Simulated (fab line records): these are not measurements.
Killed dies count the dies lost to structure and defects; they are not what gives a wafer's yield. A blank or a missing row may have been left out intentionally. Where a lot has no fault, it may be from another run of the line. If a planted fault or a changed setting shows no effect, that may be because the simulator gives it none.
Chamber matching | flow n5Finfet | N5_BEOL_M3_DESCUM_16 on rieDiel-04 has 4 sister chambers
The step chemistry O2, time 7 s. 8 wafers are shown with their chamber, then 12 later ones without.

WAFERS PAIRED WITH THEIR CHAMBERS
wafer  | chamber | throttleValvePct (%) | drypumpMotorCurrentA (A)
L086.1 | 0       | 20.78                | 5.9
L086.6 | 3       | 20.56                | 5.2
L090.2 | 0       | 20.79                | 5.9
L090.4 | 3       | 20.57                | 5.1
L090.5 | 2       | 20.98                | 5.7
L088.1 | 1       | 20.41                | 5.2
L088.4 | 2       | 21.00                | 5.7
L088.5 | 1       | 20.38                | 5.2

WAFERS WHOSE CHAMBER IS MISSING
wafer  | throttleValvePct (%) | drypumpMotorCurrentA (A)
L094.3 | 20.71                | 5.7
L094.4 | 20.72                | 5.7
L094.6 | 20.40                | 5.3
L095.2 | 20.71                | 5.7
L095.5 | 20.71                | 5.7
L095.6 | 20.59                | 5.2
L097.1 | 20.58                | 5.2
L097.2 | 20.43                | 5.3
L097.3 | 20.71                | 5.7
L097.4 | 20.82                | 5.9
L097.5 | 20.40                | 5.3
L097.6 | 20.71                | 5.7

WHICH CHAMBER EACH ONE RAN IN
wafer  | from the rows above | in truth
L094.3 | 0                   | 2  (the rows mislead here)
L094.4 | 0                   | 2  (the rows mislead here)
L094.6 | 1                   | 1
L095.2 | 0                   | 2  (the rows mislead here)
L095.5 | 0                   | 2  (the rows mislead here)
L095.6 | 3                   | 3
L097.1 | 3                   | 3
L097.2 | 1                   | 1
L097.3 | 0                   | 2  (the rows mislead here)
L097.4 | 0                   | 0
L097.5 | 1                   | 1
L097.6 | 0                   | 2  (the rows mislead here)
Correctly placed: 6 of 12. Left unplaced by these rows: 0. Placed wrongly: 6.
How it was worked out, from the rows above alone: a wafer's distance from a chamber is the root of the sum, over the readings, of the square of ((its reading less the chamber's mean) divided by the reading's scatter). The wafer belongs to the nearest chamber; if the next one is less than 2 further off, it can't be placed. A chamber's mean is the mean of its shown wafers. The scatter is the square root of a quotient: the sum, over the shown wafers, of each reading's squared deviation from its chamber's mean, divided by wafers minus chambers.
